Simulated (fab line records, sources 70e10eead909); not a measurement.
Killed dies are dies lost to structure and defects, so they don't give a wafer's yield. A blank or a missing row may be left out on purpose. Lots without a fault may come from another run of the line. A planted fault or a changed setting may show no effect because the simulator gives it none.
Which tool did it? | flow nand_harc | 12 lots, 36 wafers sampled, at 5 steps of a route of 1302

WHAT THE GAUGES READ, wafer by wafer
NHARC_A_M1_CD_MEAS_16.
lot  | measured     | on        | cd_nm (nm)
L814 | day 23 03:48 | cd_sem-01 | 117.3 118.8 119.4
L813 | day 23 05:26 | cd_sem-01 | 118.8 119.0 121.0
L812 | day 23 09:45 | cd_sem-02 | 119.7 118.4 119.5
L817 | day 25 12:45 | cd_sem-03 | 119.3 121.4 120.1
L816 | day 25 15:44 | cd_sem-02 | 118.7 119.4 118.5
L815 | day 25 21:13 | cd_sem-02 | 119.8 120.3 119.9
L822 | day 27 16:25 | cd_sem-02 | 119.2 118.5 119.7
L827 | day 29 02:37 | cd_sem-02 | 118.4 119.0 118.1
L829 | day 30 11:23 | cd_sem-02 | 119.5 120.2 119.5
L831 | day 30 21:37 | cd_sem-02 | 118.8 118.4 119.9
L833 | day 32 03:43 | cd_sem-03 | 118.9 121.1 118.3
L834 | day 32 05:06 | cd_sem-02 | 119.7 118.6 119.7

NHARC_A_M1_THK_MEAS_24: measures by xrf.
lot  | measured     | on            | thk_nm (nm)
L814 | day 23 05:55 | film_metro-01 | 154.0 155.3 159.5
L813 | day 23 07:40 | film_metro-01 | 153.2 156.6 154.3
L812 | day 23 11:52 | film_metro-01 | 154.3 154.1 153.6
L817 | day 25 14:51 | film_metro-02 | 151.2 153.7 149.9
L816 | day 25 17:52 | film_metro-02 | 155.2 155.6 153.1
L815 | day 25 23:19 | film_metro-02 | 152.9 153.1 154.1
L822 | day 27 18:32 | film_metro-01 | 154.9 157.8 156.1
L827 | day 29 04:44 | film_metro-02 | 153.0 150.5 151.6
L829 | day 30 13:31 | film_metro-01 | 151.8 152.9 152.3
L831 | day 30 23:44 | film_metro-02 | 152.0 154.5 152.4
L833 | day 32 05:50 | film_metro-02 | 152.4 152.7 153.8
L834 | day 32 08:54 | film_metro-02 | 156.7 156.3 158.1

NHARC_END_SORT_01.
lot  | measured     | on        | defect_limited_yield (%) | killed_at_array | killed_at_other | killed_at_periphery | killed_dies | killed_open | killed_short | sort_bin_2_pct (%) | sort_bin_3_pct (%) | sort_bin_4_pct (%) | sort_n_pass | sort_rim_yield_pct (%) | sort_yield_pct (%)
L817 | day 27 00:20 | prober-01 | 94 93 93                 | 36 44 44        | 2 0 1           | 2 2 0               | 40 46 45    | 2 3 1       | 2 0 1        | 2.8 2.4 1.5        | 0.1 0.6 1.2        | 3.0 3.8 4.0        | 637 631 632 | 97 96 95               | 94 93 93
L815 | day 27 09:43 | prober-01 | 96 96 95                 | 21 23 31        | 1 0 0           | 3 3 2               | 25 26 33    | 1 2 3       | 1 6 0        | 1.6 0.7 1.3        | 0.3 0.4 0          | 1.8 2.7 3.5        | 652 651 644 | 94 95 95               | 96 96 95
L829 | day 31 23:44 | prober-01 | 87 87 88                 | 86 81 70        | 0 2 2           | 4 6 7               | 90 89 79    | 3 3 6       | 3 1 4        | 4.9 4.1 4.3        | 2.1 1.6 0.9        | 6.4 7.4 6.5        | 587 588 598 | 94 92 86               | 87 87 88
L831 | day 32 12:28 | prober-01 | 94 95 94                 | 35 32 40        | 2 1 0           | 3 2 4               | 40 35 44    | 5 2 3       | 3 2 5        | 1.6 1.0 3.0        | 0.3 0.6 0.6        | 4.0 3.5 3.0        | 637 642 633 | 94 95 95               | 94 95 94

WHICH TOOL RAN EACH LOT (tool, then ch and the chambers of the sampled wafers, then the start)
lot  | NHARC_A_M1_PVD_20                       | NHARC_A_BONDPAD_EXPOSE_06
L814 | pvd_sputter-01, day 23 05:55 or earlier | krf_scanner-02 ch 0, day 23 07:52
L813 | pvd_sputter-01, day 23 07:40 or earlier | krf_scanner-03 ch 0, day 23 09:36
L812 | pvd_sputter-01, day 23 11:52 or earlier | krf_scanner-01 ch 0, day 23 13:47
L817 | pvd_sputter-01, day 25 14:51 or earlier | krf_scanner-01 ch 0, day 25 16:49
L816 | pvd_sputter-02, day 25 17:52 or earlier | krf_scanner-01 ch 0, day 25 19:41
L815 | pvd_sputter-02, day 25 23:19 or earlier | krf_scanner-02 ch 0, day 26 01:14
L822 | pvd_sputter-01, day 27 18:32 or earlier | krf_scanner-03 ch 0, day 27 20:27
L827 | pvd_sputter-03, day 29 04:44 or earlier | krf_scanner-03 ch 0, day 29 06:40
L829 | pvd_sputter-01, day 30 13:31 or earlier | krf_scanner-02 ch 0, day 30 15:26
L831 | pvd_sputter-02, day 30 23:44 or earlier | krf_scanner-02 ch 0, day 31 01:32
L833 | pvd_sputter-01, day 32 05:50 or earlier | krf_scanner-01 ch 0, day 32 09:44
L834 | pvd_sputter-02, day 32 08:54 or earlier | krf_scanner-01 ch 0, day 32 10:56
- NHARC_A_M1_PVD_20: deposits TaN, target thk 5 nm, time 8.06 s.
- NHARC_A_BONDPAD_EXPOSE_06: exposes mask A BPAD.

WHAT THE TOOLS THEMSELVES READ (means of the sampled wafers that have a number; where no wafer has one, the mark that the record gives instead)
NHARC_A_M1_PVD_20.
lot  | tool           | cathode_dc_power_W (W) | throttle_valve_pct (%)
L814 | pvd_sputter-01 | 15002                  | 30.6
L813 | pvd_sputter-01 | 15001                  | 30.2
L812 | pvd_sputter-01 | 15002                  | 30.4
L817 | pvd_sputter-01 | 14999                  | 30.0
L816 | pvd_sputter-02 | 14999                  | 29.4
L815 | pvd_sputter-02 | 15003                  | 29.3
L822 | pvd_sputter-01 | 15001                  | 29.6
L827 | pvd_sputter-03 | 15003                  | 29.9
L829 | pvd_sputter-01 | 15001                  | 29.1
L831 | pvd_sputter-02 | 15000                  | 29.5
L833 | pvd_sputter-01 | 15001                  | 30.4
L834 | pvd_sputter-02 | 14999                  | 29.7

NHARC_A_BONDPAD_EXPOSE_06.
lot  | tool           | exposure_dose_mJ_cm2
L814 | krf_scanner-02 | 36.95
L813 | krf_scanner-03 | 36.90
L812 | krf_scanner-01 | 36.93
L817 | krf_scanner-01 | 36.92
L816 | krf_scanner-01 | 36.93
L815 | krf_scanner-02 | 37.00
L822 | krf_scanner-03 | 34.16
L827 | krf_scanner-03 | 34.74
L829 | krf_scanner-02 | 36.96
L831 | krf_scanner-02 | 36.99
L833 | krf_scanner-01 | 36.95
L834 | krf_scanner-01 | 36.90

THE ANSWER, worked out from the rows above alone
Rule: what is usual is taken from the lots themselves. Put in order of their means at a reading, lots are off if they are a third of the lots or fewer, leave a main group of 4 or more, and stand apart from it by a gap of 3 or more times the standard deviation of the main group's means; of several such gaps the widest counts. A main group whose means are all the same, to the digits that the tables above print for the reading, isn't used. A lot without any number at a reading at which 4 lots or more have one is off too. The other lots that the step has rows for count as sound. The gauges are gone through in route order, then the tools' own readings, and for those a lot's mean is taken as printed above. The first step at which some lot is off is used, and at that step the reading that is off furthest; a lot without a number counts as furthest.
Off: L822, L827, at NHARC_A_BONDPAD_EXPOSE_06 (exposure_dose_mJ_cm2). The main group: mean 36.94, standard deviation 0.032.
A tool fits if, at that step or a process step before it, it ran every lot that is off, and no sound lot after the first of them. NHARC_A_M1_PVD_20 gives no start for some lots, so the hours and the order of its lots are those of NHARC_A_M1_THK_MEAS_24. One fits: krf_scanner-03 at NHARC_A_BONDPAD_EXPOSE_06. Its last sound lot is L813 (day 23 09:36), its first lot that is off L822 (day 27 20:27): a fault that began between those two fits.
The tool's own readings at NHARC_A_BONDPAD_EXPOSE_06 bear it out: on the lots that are off they differ by more than 5 times the standard deviation of the sound lots' means. exposure_dose_mJ_cm2 reads 34.45 there against 36.94 on the sound lots.

WHAT THE SIMULATOR HAD PUT IN
Process parameter drift: krf_scanner-03, from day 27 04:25 on, at NHARC_A_BONDPAD_EXPOSE_06. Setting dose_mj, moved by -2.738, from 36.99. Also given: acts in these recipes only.
Lots struck among those shown: L822, L827. The rule above found the same.
